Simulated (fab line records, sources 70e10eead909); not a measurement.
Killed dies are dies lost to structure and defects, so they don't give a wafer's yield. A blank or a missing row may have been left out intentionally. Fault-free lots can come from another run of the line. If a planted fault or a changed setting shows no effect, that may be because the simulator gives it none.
What tool caused it? / flow nandHarc / 24 lots, 72 wafers sampled, at 6 steps of a route of 1302

== WHAT EACH GAUGE READ, for each wafer ==
The record holds no reading of a measuring or inspecting step that can be judged against a usual standard deviation.

== EACH LOT AND THE TOOL THAT RAN IT (in order: tool; ch and the chambers of the sampled wafers; start) ==
lot=L075; NHARC_A_CONTACT_ETCH_116=harCapEtch-03 ch 0,1, day 21 14:03; NHARC_A_CONTACT_ETCH_118=harCapEtch-03 ch 0,1, day 21 14:23; NHARC_A_CONTACT_ETCH_123=harCapEtch-03 ch 0,1, day 21 15:14; NHARC_A_CONTACT_ETCH_75=rieDiel-02 ch 0,2,3, day 21 23:37; NHARC_A_CONTACT_ETCH_77=rieDiel-02 ch 0,1, day 22 06:34 or earlier; NHARC_A_CONTACT_DEP_85=pecvd-02 ch 0,1,2, day 22 06:34
lot=L074; NHARC_A_CONTACT_ETCH_116=harCapEtch-02 ch 0,1, day 21 19:32; NHARC_A_CONTACT_ETCH_118=harCapEtch-02 ch 0,1, day 21 19:52; NHARC_A_CONTACT_ETCH_123=harCapEtch-02 ch 0,1, day 21 20:44; NHARC_A_CONTACT_ETCH_75=rieDiel-13 ch 1,2, day 22 03:10; NHARC_A_CONTACT_ETCH_77=rieDiel-13 ch 1,2, day 22 10:26 or earlier; NHARC_A_CONTACT_DEP_85=pecvd-03 ch 1,2, day 22 10:26
lot=L076; NHARC_A_CONTACT_ETCH_116=harCapEtch-02 ch 0,1, day 22 06:13; NHARC_A_CONTACT_ETCH_118=harCapEtch-02 ch 0,1, day 22 06:34; NHARC_A_CONTACT_ETCH_123=harCapEtch-02 ch 0,1, day 22 07:32; NHARC_A_CONTACT_ETCH_75=rieDiel-02 ch 2,3, day 22 14:40; NHARC_A_CONTACT_ETCH_77=rieDiel-02 ch 1,2, day 22 22:25 or earlier; NHARC_A_CONTACT_DEP_85=pecvd-02 ch 0,2, day 22 22:25
lot=L077; NHARC_A_CONTACT_ETCH_116=harCapEtch-03 ch 0,1, day 22 17:00; NHARC_A_CONTACT_ETCH_118=harCapEtch-03 ch 0,1, day 22 17:21; NHARC_A_CONTACT_ETCH_123=harCapEtch-03 ch 0,1, day 22 18:12; NHARC_A_CONTACT_ETCH_75=rieDiel-13 ch 1,2,3, day 23 01:16; NHARC_A_CONTACT_ETCH_77=rieDiel-13 ch 0,1,2, day 23 11:46 or earlier; NHARC_A_CONTACT_DEP_85=pecvd-02 ch 1,2, day 23 11:46
lot=L078; NHARC_A_CONTACT_ETCH_116=harCapEtch-01 ch 0,1, day 22 21:15; NHARC_A_CONTACT_ETCH_118=harCapEtch-01 ch 0,1, day 22 21:36; NHARC_A_CONTACT_ETCH_123=harCapEtch-01 ch 0,1, day 22 22:28; NHARC_A_CONTACT_ETCH_75=rieDiel-02 ch 0,3, day 23 05:08; NHARC_A_CONTACT_ETCH_77=rieDiel-02 ch 0,2,3, day 23 14:10 or earlier; NHARC_A_CONTACT_DEP_85=pecvd-03 ch 0,1, day 23 14:10
lot=L079; NHARC_A_CONTACT_ETCH_116=harCapEtch-02 ch 0,1, day 23 08:14; NHARC_A_CONTACT_ETCH_118=harCapEtch-02 ch 0,1, day 23 08:35; NHARC_A_CONTACT_ETCH_123=harCapEtch-02 ch 0,1, day 23 09:29; NHARC_A_CONTACT_ETCH_75=rieDiel-03 ch 0,2,3, day 23 18:20; NHARC_A_CONTACT_ETCH_77=rieDiel-03 ch 0,2,3, day 24 01:29 or earlier; NHARC_A_CONTACT_DEP_85=pecvd-02 ch 0,2, day 24 01:29
lot=L080; NHARC_A_CONTACT_ETCH_116=harCapEtch-01 ch 0,1, day 23 16:30; NHARC_A_CONTACT_ETCH_118=harCapEtch-01 ch 0,1, day 23 16:50; NHARC_A_CONTACT_ETCH_123=harCapEtch-01 ch 0,1, day 23 17:41; NHARC_A_CONTACT_ETCH_75=rieDiel-02 ch 0,1,2, day 24 00:47; NHARC_A_CONTACT_ETCH_77=rieDiel-02 ch 0,2,3, day 24 12:44 or earlier; NHARC_A_CONTACT_DEP_85=pecvd-03 ch 0,1, day 24 12:44
lot=L081; NHARC_A_CONTACT_ETCH_116=harCapEtch-02 ch 0,1, day 23 22:17; NHARC_A_CONTACT_ETCH_118=harCapEtch-02 ch 0,1, day 23 22:38; NHARC_A_CONTACT_ETCH_123=harCapEtch-02 ch 0,1, day 23 23:32; NHARC_A_CONTACT_ETCH_75=rieDiel-03 ch 0,2,3, day 24 06:22; NHARC_A_CONTACT_ETCH_77=rieDiel-03 ch 1,2,3, day 24 16:10 or earlier; NHARC_A_CONTACT_DEP_85=pecvd-02 ch 0,1,2, day 24 16:10
lot=L082; NHARC_A_CONTACT_ETCH_116=harCapEtch-02 ch 0,1, day 25 03:10; NHARC_A_CONTACT_ETCH_118=harCapEtch-02 ch 0,1, day 25 03:30; NHARC_A_CONTACT_ETCH_123=harCapEtch-02 ch 0,1, day 25 04:25; NHARC_A_CONTACT_ETCH_75=rieDiel-02 ch 0,2,3, day 25 10:41; NHARC_A_CONTACT_ETCH_77=rieDiel-02 ch 0,2, day 25 18:08 or earlier; NHARC_A_CONTACT_DEP_85=pecvd-04 ch 1,2, day 25 18:08
lot=L083; NHARC_A_CONTACT_ETCH_116=harCapEtch-01 ch 0, day 25 09:16; NHARC_A_CONTACT_ETCH_118=harCapEtch-01 ch 0, day 25 09:37; NHARC_A_CONTACT_ETCH_123=harCapEtch-01 ch 0, day 25 10:31; NHARC_A_CONTACT_ETCH_75=rieDiel-03 ch 1,2, day 25 18:10; NHARC_A_CONTACT_ETCH_77=rieDiel-03 ch 0,1,3, day 26 02:38 or earlier; NHARC_A_CONTACT_DEP_85=pecvd-03 ch 0,1, day 26 02:38
lot=L084; NHARC_A_CONTACT_ETCH_116=harCapEtch-02 ch 0,1, day 25 17:34; NHARC_A_CONTACT_ETCH_118=harCapEtch-02 ch 0,1, day 25 17:54; NHARC_A_CONTACT_ETCH_123=harCapEtch-02 ch 0,1, day 25 18:49; NHARC_A_CONTACT_ETCH_75=rieDiel-02 ch 2,3, day 26 02:02; NHARC_A_CONTACT_ETCH_77=rieDiel-02 ch 0,1,3, day 26 08:53 or earlier; NHARC_A_CONTACT_DEP_85=pecvd-02 ch 0,1, day 26 08:53
lot=L086; NHARC_A_CONTACT_ETCH_116=harCapEtch-02 ch 0,1, day 26 00:47; NHARC_A_CONTACT_ETCH_118=harCapEtch-02 ch 0,1, day 26 01:07; NHARC_A_CONTACT_ETCH_123=harCapEtch-02 ch 0,1, day 26 02:02; NHARC_A_CONTACT_ETCH_75=rieDiel-02 ch 0,1,2, day 26 08:57; NHARC_A_CONTACT_ETCH_77=rieDiel-02 ch 1,3, day 26 15:59 or earlier; NHARC_A_CONTACT_DEP_85=pecvd-03 ch 0,1, day 26 15:59
lot=L085; NHARC_A_CONTACT_ETCH_116=harCapEtch-03 ch 0,1, day 26 00:58; NHARC_A_CONTACT_ETCH_118=harCapEtch-03 ch 0,1, day 26 01:19; NHARC_A_CONTACT_ETCH_123=harCapEtch-03 ch 0,1, day 26 02:10; NHARC_A_CONTACT_ETCH_75=rieDiel-03 ch 1,3, day 26 09:20; NHARC_A_CONTACT_ETCH_77=rieDiel-03 ch 0,2,3, day 26 16:22 or earlier; NHARC_A_CONTACT_DEP_85=pecvd-04 ch 0,1,2, day 26 16:22
lot=L087; NHARC_A_CONTACT_ETCH_116=harCapEtch-02 ch 0,1, day 27 07:43; NHARC_A_CONTACT_ETCH_118=harCapEtch-02 ch 0,1, day 27 08:04; NHARC_A_CONTACT_ETCH_123=harCapEtch-02 ch 0,1, day 27 08:55; NHARC_A_CONTACT_ETCH_75=rieDiel-02 ch 0,3, day 27 15:22; NHARC_A_CONTACT_ETCH_77=rieDiel-02 ch 0,1,2, day 27 22:38 or earlier; NHARC_A_CONTACT_DEP_85=pecvd-03 ch 0,1, day 27 22:38
lot=L088; NHARC_A_CONTACT_ETCH_116=harCapEtch-01 ch 0,1, day 27 07:49; NHARC_A_CONTACT_ETCH_118=harCapEtch-01 ch 0,1, day 27 08:16; NHARC_A_CONTACT_ETCH_123=harCapEtch-01 ch 0,1, day 27 09:29; NHARC_A_CONTACT_ETCH_75=rieDiel-13 ch 2,3, day 27 16:25; NHARC_A_CONTACT_ETCH_77=rieDiel-13 ch 2,3, day 27 17:13; NHARC_A_CONTACT_DEP_85=pecvd-03 ch 0,2, day 28 00:24
lot=L089; NHARC_A_CONTACT_ETCH_116=harCapEtch-02 ch 0,1, day 28 18:01; NHARC_A_CONTACT_ETCH_118=harCapEtch-02 ch 0,1, day 28 18:21; NHARC_A_CONTACT_ETCH_123=harCapEtch-02 ch 0,1, day 28 19:13; NHARC_A_CONTACT_ETCH_75=rieDiel-02 ch 0,1, day 29 02:22; NHARC_A_CONTACT_ETCH_77=rieDiel-02 ch 0,1, day 29 13:19 or earlier; NHARC_A_CONTACT_DEP_85=pecvd-02 ch 1,2, day 29 13:19
lot=L090; NHARC_A_CONTACT_ETCH_116=harCapEtch-01 ch 0, day 28 18:30; NHARC_A_CONTACT_ETCH_118=harCapEtch-01 ch 0, day 28 18:57; NHARC_A_CONTACT_ETCH_123=harCapEtch-01 ch 0, day 28 20:05; NHARC_A_CONTACT_ETCH_75=rieDiel-13 ch 1,2,3, day 29 05:37; NHARC_A_CONTACT_ETCH_77=rieDiel-13 ch 1,3, day 29 14:29 or earlier; NHARC_A_CONTACT_DEP_85=pecvd-02 ch 0,1, day 29 14:29
lot=L091; NHARC_A_CONTACT_ETCH_116=harCapEtch-01 ch 0,1, day 29 08:41; NHARC_A_CONTACT_ETCH_118=harCapEtch-01 ch 0,1, day 29 09:01; NHARC_A_CONTACT_ETCH_123=harCapEtch-01 ch 0,1, day 29 09:59; NHARC_A_CONTACT_ETCH_75=rieDiel-13 ch 2,3, day 29 18:54; NHARC_A_CONTACT_ETCH_77=rieDiel-13 ch 1,2,3, day 30 02:23 or earlier; NHARC_A_CONTACT_DEP_85=pecvd-03 ch 0,1,2, day 30 02:23
lot=L094; NHARC_A_CONTACT_ETCH_116=harCapEtch-03 ch 1, day 29 13:26; NHARC_A_CONTACT_ETCH_118=harCapEtch-03 ch 1, day 29 13:53; NHARC_A_CONTACT_ETCH_123=harCapEtch-03 ch 1, day 29 15:01; NHARC_A_CONTACT_ETCH_75=rieDiel-02 ch 1,3, day 29 22:58; NHARC_A_CONTACT_ETCH_77=rieDiel-02 ch 0,2, day 30 08:09 or earlier; NHARC_A_CONTACT_DEP_85=pecvd-04 ch 0,1,2, day 30 08:09
lot=L092; NHARC_A_CONTACT_ETCH_116=harCapEtch-02 ch 0,1, day 29 14:25; NHARC_A_CONTACT_ETCH_118=harCapEtch-02 ch 0,1, day 29 14:46; NHARC_A_CONTACT_ETCH_123=harCapEtch-02 ch 0,1, day 29 15:37; NHARC_A_CONTACT_ETCH_75=rieDiel-13 ch 0,2, day 29 23:07; NHARC_A_CONTACT_ETCH_77=rieDiel-13 ch 0,1,2, day 30 06:04 or earlier; NHARC_A_CONTACT_DEP_85=pecvd-02 ch 1,2, day 30 06:04
lot=L093; NHARC_A_CONTACT_ETCH_116=harCapEtch-02 ch 0,1, day 29 20:32; NHARC_A_CONTACT_ETCH_118=harCapEtch-02 ch 0,1, day 29 20:53; NHARC_A_CONTACT_ETCH_123=harCapEtch-02 ch 0,1, day 29 21:47; NHARC_A_CONTACT_ETCH_75=rieDiel-02 ch 1,2,3, day 30 04:39; NHARC_A_CONTACT_ETCH_77=rieDiel-02 ch 2,3, day 30 11:34 or earlier; NHARC_A_CONTACT_DEP_85=pecvd-04 ch 0,1,2, day 30 11:34
lot=L096; NHARC_A_CONTACT_ETCH_116=harCapEtch-02 ch 1, day 30 13:27; NHARC_A_CONTACT_ETCH_118=harCapEtch-02 ch 1, day 30 13:48; NHARC_A_CONTACT_ETCH_123=harCapEtch-02 ch 1, day 30 14:43; NHARC_A_CONTACT_ETCH_75=rieDiel-02 ch 1,2, day 30 20:56; NHARC_A_CONTACT_ETCH_77=rieDiel-02 ch 1,3, day 31 04:19 or earlier; NHARC_A_CONTACT_DEP_85=pecvd-02 ch 0,1, day 31 04:19
lot=L097; NHARC_A_CONTACT_ETCH_116=harCapEtch-03 ch 0,1, day 30 13:55; NHARC_A_CONTACT_ETCH_118=harCapEtch-03 ch 0,1, day 30 14:16; NHARC_A_CONTACT_ETCH_123=harCapEtch-03 ch 0,1, day 30 15:10; NHARC_A_CONTACT_ETCH_75=rieDiel-13 ch 0,2,3, day 30 23:22; NHARC_A_CONTACT_ETCH_77=rieDiel-13 ch 0,2,3, day 31 06:59 or earlier; NHARC_A_CONTACT_DEP_85=pecvd-02 ch 0,2, day 31 06:59
lot=L095; NHARC_A_CONTACT_ETCH_116=harCapEtch-02 ch 0,1, day 30 18:02; NHARC_A_CONTACT_ETCH_118=harCapEtch-02 ch 0,1, day 30 18:22; NHARC_A_CONTACT_ETCH_123=harCapEtch-02 ch 0,1, day 30 19:14; NHARC_A_CONTACT_ETCH_75=rieDiel-02 ch 2,3, day 31 06:08; NHARC_A_CONTACT_ETCH_77=rieDiel-02 ch 0,1, day 31 13:15 or earlier; NHARC_A_CONTACT_DEP_85=pecvd-02 ch 0,1, day 31 13:15
- NHARC_A_CONTACT_ETCH_116: etches the open film in C4F8/O2/Ar, time 190 s, target depth 1850 nm.
- NHARC_A_CONTACT_ETCH_118: etches the open film in C4F8/O2/Ar, time 190 s, target depth 1850 nm.
- NHARC_A_CONTACT_ETCH_123: etches the open film in C4F8/O2/Ar, time 490 s, target depth 2110 nm.
- NHARC_A_CONTACT_ETCH_75: etches the open film in CF4, target depth 39 nm, time 65 s.
- NHARC_A_CONTACT_ETCH_77: etches the open film in CF4/CHF3, target depth 108.9 nm, time 54.5 s.
- NHARC_A_CONTACT_DEP_85: deposits SiON, target thk 60 nm.

== AS READ BY THE TOOLS THEMSELVES (means over the sampled wafers that have a number; for cases with no such wafer, the mark the record gives instead) ==
NHARC_A_CONTACT_ETCH_75. Usual: drypumpMotorCurrentA 5.8 A, standard deviation 0.4; oesProductAu 0.998 a.u., standard deviation 0.015; rfVppV 151.5 V, standard deviation 1.1; showerheadPlenumPTorr 1.79 Torr, standard deviation 0.071; throttleValvePct 13.283 %, standard deviation 0.008.
lot=L075; tool=rieDiel-02; drypumpMotorCurrentA (A)=5.7; oesProductAu (a.u.)=1.004; rfVppV (V)=151.9; showerheadPlenumPTorr (Torr)=1.79; throttleValvePct (%)=13.280; flag=
lot=L074; tool=rieDiel-13; drypumpMotorCurrentA (A)=6.4; oesProductAu (a.u.)=0.989; rfVppV (V)=152.0; showerheadPlenumPTorr (Torr)=1.85; throttleValvePct (%)=13.291; flag=
lot=L076; tool=rieDiel-02; drypumpMotorCurrentA (A)=5.6; oesProductAu (a.u.)=1.009; rfVppV (V)=151.9; showerheadPlenumPTorr (Torr)=1.80; throttleValvePct (%)=13.285; flag=
lot=L077; tool=rieDiel-13; drypumpMotorCurrentA (A)=6.1; oesProductAu (a.u.)=1.004; rfVppV (V)=151.6; showerheadPlenumPTorr (Torr)=1.85; throttleValvePct (%)=13.282; flag=
lot=L078; tool=rieDiel-02; drypumpMotorCurrentA (A)=5.5; oesProductAu (a.u.)=1.003; rfVppV (V)=151.7; showerheadPlenumPTorr (Torr)=1.83; throttleValvePct (%)=13.287; flag=
lot=L079; tool=rieDiel-03; drypumpMotorCurrentA (A)=6.0; oesProductAu (a.u.)=1.003; rfVppV (V)=151.9; showerheadPlenumPTorr (Torr)=1.75; throttleValvePct (%)=13.286; flag=
lot=L080; tool=rieDiel-02; drypumpMotorCurrentA (A)=5.5; oesProductAu (a.u.)=1.001; rfVppV (V)=151.3; showerheadPlenumPTorr (Torr)=1.76; throttleValvePct (%)=13.288; flag=
lot=L081; tool=rieDiel-03; drypumpMotorCurrentA (A)=6.0; oesProductAu (a.u.)=1.002; rfVppV (V)=151.6; showerheadPlenumPTorr (Torr)=1.75; throttleValvePct (%)=13.282; flag=
lot=L082; tool=rieDiel-02; drypumpMotorCurrentA (A)=5.6; oesProductAu (a.u.)=0.987; rfVppV (V)=151.5; showerheadPlenumPTorr (Torr)=1.79; throttleValvePct (%)=13.277; flag=
lot=L083; tool=rieDiel-03; drypumpMotorCurrentA (A)=6.1; oesProductAu (a.u.)=0.992; rfVppV (V)=150.7; showerheadPlenumPTorr (Torr)=1.75; throttleValvePct (%)=13.280; flag=
lot=L084; tool=rieDiel-02; drypumpMotorCurrentA (A)=5.6; oesProductAu (a.u.)=0.991; rfVppV (V)=152.7; showerheadPlenumPTorr (Torr)=1.79; throttleValvePct (%)=13.278; flag=
lot=L086; tool=rieDiel-02; drypumpMotorCurrentA (A)=5.5; oesProductAu (a.u.)=0.982; rfVppV (V)=151.6; showerheadPlenumPTorr (Torr)=1.76; throttleValvePct (%)=13.286; flag=
lot=L085; tool=rieDiel-03; drypumpMotorCurrentA (A)=6.0; oesProductAu (a.u.)=0.987; rfVppV (V)=152.7; showerheadPlenumPTorr (Torr)=1.86; throttleValvePct (%)=13.289; flag=
lot=L087; tool=rieDiel-02; drypumpMotorCurrentA (A)=5.5; oesProductAu (a.u.)=0.979; rfVppV (V)=151.9; showerheadPlenumPTorr (Torr)=1.82; throttleValvePct (%)=13.285; flag=
lot=L088; tool=rieDiel-13; drypumpMotorCurrentA (A)=6.2; oesProductAu (a.u.)=0.997; rfVppV (V)=151.2; showerheadPlenumPTorr (Torr)=1.79; throttleValvePct (%)=13.278; flag=
lot=L089; tool=rieDiel-02; drypumpMotorCurrentA (A)=5.3; oesProductAu (a.u.)=0.991; rfVppV (V)=151.3; showerheadPlenumPTorr (Torr)=1.78; throttleValvePct (%)=13.285; flag=
lot=L090; tool=rieDiel-13; drypumpMotorCurrentA (A)=6.2; oesProductAu (a.u.)=1.000; rfVppV (V)=151.7; showerheadPlenumPTorr (Torr)=1.84; throttleValvePct (%)=13.287; flag=
lot=L091; tool=rieDiel-13; drypumpMotorCurrentA (A)=6.2; oesProductAu (a.u.)=1.014; rfVppV (V)=151.9; showerheadPlenumPTorr (Torr)=1.78; throttleValvePct (%)=13.290; flag=
lot=L094; tool=rieDiel-02; drypumpMotorCurrentA (A)=5.3; oesProductAu (a.u.)=1.005; rfVppV (V)=151.3; showerheadPlenumPTorr (Torr)=1.79; throttleValvePct (%)=13.278; flag=
lot=L092; tool=rieDiel-13; drypumpMotorCurrentA (A)=6.4; oesProductAu (a.u.)=1.017; rfVppV (V)=151.3; showerheadPlenumPTorr (Torr)=1.75; throttleValvePct (%)=13.285; flag=
lot=L093; tool=rieDiel-02; drypumpMotorCurrentA (A)=5.5; oesProductAu (a.u.)=1.008; rfVppV (V)=151.6; showerheadPlenumPTorr (Torr)=1.76; throttleValvePct (%)=13.284; flag=
lot=L096; tool=rieDiel-02; drypumpMotorCurrentA (A)=5.6; oesProductAu (a.u.)=0.988; rfVppV (V)=149.9; showerheadPlenumPTorr (Torr)=1.71; throttleValvePct (%)=13.281; flag=
lot=L097; tool=rieDiel-13; drypumpMotorCurrentA (A)=6.1; oesProductAu (a.u.)=1.011; rfVppV (V)=150.9; showerheadPlenumPTorr (Torr)=1.80; throttleValvePct (%)=13.285; flag=
lot=L095; tool=rieDiel-02; drypumpMotorCurrentA (A)=5.8; oesProductAu (a.u.)=0.986; rfVppV (V)=150.9; showerheadPlenumPTorr (Torr)=1.74; throttleValvePct (%)=13.284; flag=

NHARC_A_CONTACT_ETCH_77. Usual: chf3FlowSccm 30.00 sccm, standard deviation 0.093; drypumpMotorCurrentA 5.8 A, standard deviation 0.4; oesProductAu 0.931 a.u., standard deviation 0.02; rfVppV 371.2 V, standard deviation 2.2; showerheadPlenumPTorr 1.59 Torr, standard deviation 0.065; throttleValvePct 16.802 %, standard deviation 0.0078.
lot=L075; tool=rieDiel-02; chf3FlowSccm (sccm)=30.07; drypumpMotorCurrentA (A)=5.4; oesProductAu (a.u.)=0.923; rfVppV (V)=371.6; showerheadPlenumPTorr (Torr)=1.60; throttleValvePct (%)=16.799; flag=
lot=L074; tool=rieDiel-13; chf3FlowSccm (sccm)=29.99; drypumpMotorCurrentA (A)=6.5; oesProductAu (a.u.)=0.928; rfVppV (V)=373.0; showerheadPlenumPTorr (Torr)=1.60; throttleValvePct (%)=16.801; flag=
lot=L076; tool=rieDiel-02; chf3FlowSccm (sccm)=30.00; drypumpMotorCurrentA (A)=5.6; oesProductAu (a.u.)=0.977; rfVppV (V)=369.4; showerheadPlenumPTorr (Torr)=1.53; throttleValvePct (%)=16.808; flag=
lot=L077; tool=rieDiel-13; chf3FlowSccm (sccm)=30.05; drypumpMotorCurrentA (A)=6.4; oesProductAu (a.u.)=0.958; rfVppV (V)=373.2; showerheadPlenumPTorr (Torr)=1.62; throttleValvePct (%)=16.807; flag=
lot=L078; tool=rieDiel-02; chf3FlowSccm (sccm)=29.92; drypumpMotorCurrentA (A)=5.6; oesProductAu (a.u.)=0.928; rfVppV (V)=370.3; showerheadPlenumPTorr (Torr)=1.59; throttleValvePct (%)=16.797; flag=
lot=L079; tool=rieDiel-03; chf3FlowSccm (sccm)=29.99; drypumpMotorCurrentA (A)=6.0; oesProductAu (a.u.)=0.926; rfVppV (V)=369.9; showerheadPlenumPTorr (Torr)=1.55; throttleValvePct (%)=16.792; flag=
lot=L080; tool=rieDiel-02; chf3FlowSccm (sccm)=30.00; drypumpMotorCurrentA (A)=5.6; oesProductAu (a.u.)=0.935; rfVppV (V)=370.8; showerheadPlenumPTorr (Torr)=1.59; throttleValvePct (%)=16.805; flag=
lot=L081; tool=rieDiel-03; chf3FlowSccm (sccm)=30.01; drypumpMotorCurrentA (A)=6.0; oesProductAu (a.u.)=0.917; rfVppV (V)=372.0; showerheadPlenumPTorr (Torr)=1.61; throttleValvePct (%)=16.801; flag=
lot=L082; tool=rieDiel-02; chf3FlowSccm (sccm)=29.98; drypumpMotorCurrentA (A)=5.6; oesProductAu (a.u.)=0.903; rfVppV (V)=370.9; showerheadPlenumPTorr (Torr)=1.58; throttleValvePct (%)=16.803; flag=
lot=L083; tool=rieDiel-03; chf3FlowSccm (sccm)=29.96; drypumpMotorCurrentA (A)=6.1; oesProductAu (a.u.)=0.924; rfVppV (V)=371.0; showerheadPlenumPTorr (Torr)=1.62; throttleValvePct (%)=16.796; flag=
lot=L084; tool=rieDiel-02; chf3FlowSccm (sccm)=29.87; drypumpMotorCurrentA (A)=5.4; oesProductAu (a.u.)=0.918; rfVppV (V)=371.8; showerheadPlenumPTorr (Torr)=1.61; throttleValvePct (%)=16.806; flag=
lot=L086; tool=rieDiel-02; chf3FlowSccm (sccm)=30.07; drypumpMotorCurrentA (A)=5.3; oesProductAu (a.u.)=0.922; rfVppV (V)=370.8; showerheadPlenumPTorr (Torr)=1.59; throttleValvePct (%)=16.804; flag=
lot=L085; tool=rieDiel-03; chf3FlowSccm (sccm)=30.01; drypumpMotorCurrentA (A)=6.0; oesProductAu (a.u.)=0.929; rfVppV (V)=370.3; showerheadPlenumPTorr (Torr)=1.55; throttleValvePct (%)=16.807; flag=
lot=L087; tool=rieDiel-02; chf3FlowSccm (sccm)=30.02; drypumpMotorCurrentA (A)=5.5; oesProductAu (a.u.)=0.912; rfVppV (V)=369.9; showerheadPlenumPTorr (Torr)=1.56; throttleValvePct (%)=16.807; flag=
lot=L088; tool=rieDiel-13; chf3FlowSccm (sccm)=29.98; drypumpMotorCurrentA (A)=6.2; oesProductAu (a.u.)=0.920; rfVppV (V)=370.9; showerheadPlenumPTorr (Torr)=1.60; throttleValvePct (%)=16.803; flag=
lot=L089; tool=rieDiel-02; chf3FlowSccm (sccm)=30.03; drypumpMotorCurrentA (A)=5.3; oesProductAu (a.u.)=0.957; rfVppV (V)=370.4; showerheadPlenumPTorr (Torr)=1.58; throttleValvePct (%)=16.795; flag=
lot=L090; tool=rieDiel-13; chf3FlowSccm (sccm)=29.90; drypumpMotorCurrentA (A)=5.8; oesProductAu (a.u.)=0.922; rfVppV (V)=374.5; showerheadPlenumPTorr (Torr)=1.69; throttleValvePct (%)=16.802; flag=
lot=L091; tool=rieDiel-13; chf3FlowSccm (sccm)=29.97; drypumpMotorCurrentA (A)=6.2; oesProductAu (a.u.)=0.926; rfVppV (V)=372.6; showerheadPlenumPTorr (Torr)=1.63; throttleValvePct (%)=16.808; flag=
lot=L094; tool=rieDiel-02; chf3FlowSccm (sccm)=30.06; drypumpMotorCurrentA (A)=5.8; oesProductAu (a.u.)=0.906; rfVppV (V)=369.8; showerheadPlenumPTorr (Torr)=1.54; throttleValvePct (%)=16.804; flag=
lot=L092; tool=rieDiel-13; chf3FlowSccm (sccm)=30.09; drypumpMotorCurrentA (A)=6.4; oesProductAu (a.u.)=0.933; rfVppV (V)=372.0; showerheadPlenumPTorr (Torr)=1.60; throttleValvePct (%)=16.805; flag=
lot=L093; tool=rieDiel-02; chf3FlowSccm (sccm)=29.98; drypumpMotorCurrentA (A)=5.7; oesProductAu (a.u.)=0.957; rfVppV (V)=371.3; showerheadPlenumPTorr (Torr)=1.59; throttleValvePct (%)=16.800; flag=
lot=L096; tool=rieDiel-02; chf3FlowSccm (sccm)=30.05; drypumpMotorCurrentA (A)=5.3; oesProductAu (a.u.)=0.927; rfVppV (V)=371.1; showerheadPlenumPTorr (Torr)=1.59; throttleValvePct (%)=16.804; flag=
lot=L097; tool=rieDiel-13; chf3FlowSccm (sccm)=30.00; drypumpMotorCurrentA (A)=6.1; oesProductAu (a.u.)=0.963; rfVppV (V)=371.3; showerheadPlenumPTorr (Torr)=1.60; throttleValvePct (%)=16.802; flag=
lot=L095; tool=rieDiel-02; chf3FlowSccm (sccm)=30.05; drypumpMotorCurrentA (A)=5.4; oesProductAu (a.u.)=0.918; rfVppV (V)=371.7; showerheadPlenumPTorr (Torr)=1.59; throttleValvePct (%)=16.793; flag=

NHARC_A_CONTACT_DEP_85. Usual: heaterPowerW 739 W, standard deviation 110; showerheadVppV 1169 V, standard deviation 40.
lot=L075; tool=pecvd-02; heaterPowerW (W)=789; showerheadVppV (V)=1156; flag=
lot=L074; tool=pecvd-03; heaterPowerW (W)=609; showerheadVppV (V)=1208; flag=
lot=L076; tool=pecvd-02; heaterPowerW (W)=743; showerheadVppV (V)=1127; flag=
lot=L077; tool=pecvd-02; heaterPowerW (W)=764; showerheadVppV (V)=1125; flag=
lot=L078; tool=pecvd-03; heaterPowerW (W)=704; showerheadVppV (V)=1208; flag=
lot=L079; tool=pecvd-02; heaterPowerW (W)=828; showerheadVppV (V)=1154; flag=
lot=L080; tool=pecvd-03; heaterPowerW (W)=725; showerheadVppV (V)=1202; flag=
lot=L081; tool=pecvd-02; heaterPowerW (W)=760; showerheadVppV (V)=1161; flag=
lot=L082; tool=pecvd-04; heaterPowerW (W)=725; showerheadVppV (V)=1182; flag=
lot=L083; tool=pecvd-03; heaterPowerW (W)=718; showerheadVppV (V)=1189; flag=
lot=L084; tool=pecvd-02; heaterPowerW (W)=936; showerheadVppV (V)=1187; flag=
lot=L086; tool=pecvd-03; heaterPowerW (W)=654; showerheadVppV (V)=1198; flag=
lot=L085; tool=pecvd-04; heaterPowerW (W)=743; showerheadVppV (V)=1183; flag=
lot=L087; tool=pecvd-03; heaterPowerW (W)=651; showerheadVppV (V)=1197; flag=
lot=L088; tool=pecvd-03; heaterPowerW (W)=644; showerheadVppV (V)=1151; flag=
lot=L089; tool=pecvd-02; heaterPowerW (W)=793; showerheadVppV (V)=1129; flag=
lot=L090; tool=pecvd-02; heaterPowerW (W)=855; showerheadVppV (V)=1194; flag=
lot=L091; tool=pecvd-03; heaterPowerW (W)=657; showerheadVppV (V)=1190; flag=
lot=L094; tool=pecvd-04; heaterPowerW (W)=765; showerheadVppV (V)=1174; flag=
lot=L092; tool=pecvd-02; heaterPowerW (W)=750; showerheadVppV (V)=1172; flag=
lot=L093; tool=pecvd-04; heaterPowerW (W)=723; showerheadVppV (V)=1180; flag=
lot=L096; tool=pecvd-02; heaterPowerW (W)=928; showerheadVppV (V)=1181; flag=
lot=L097; tool=pecvd-02; heaterPowerW (W)=820; showerheadVppV (V)=1119; flag=
lot=L095; tool=pecvd-02; heaterPowerW (W)=824; showerheadVppV (V)=1190; flag=

== THE ANSWER, worked out from the rows above alone ==
Rule: take the mean of a lot's wafers that have a number; if it is more than 3 standard deviations from the usual mean, the lot is off. A lot without any number at a reading at which 4 lots or more have one is off too. All remaining lots with rows at the step are treated as sound. First the gauges in route order, then the tools' own readings, where a lot's mean is used as printed above. The first step at which some lot is off is used, and at that step the reading that is off furthest; a lot without a number counts as furthest.
None of the lots is off at any reading shown; this tells nothing.

== WHAT HAD BEEN PUT IN BY THE SIMULATOR ==
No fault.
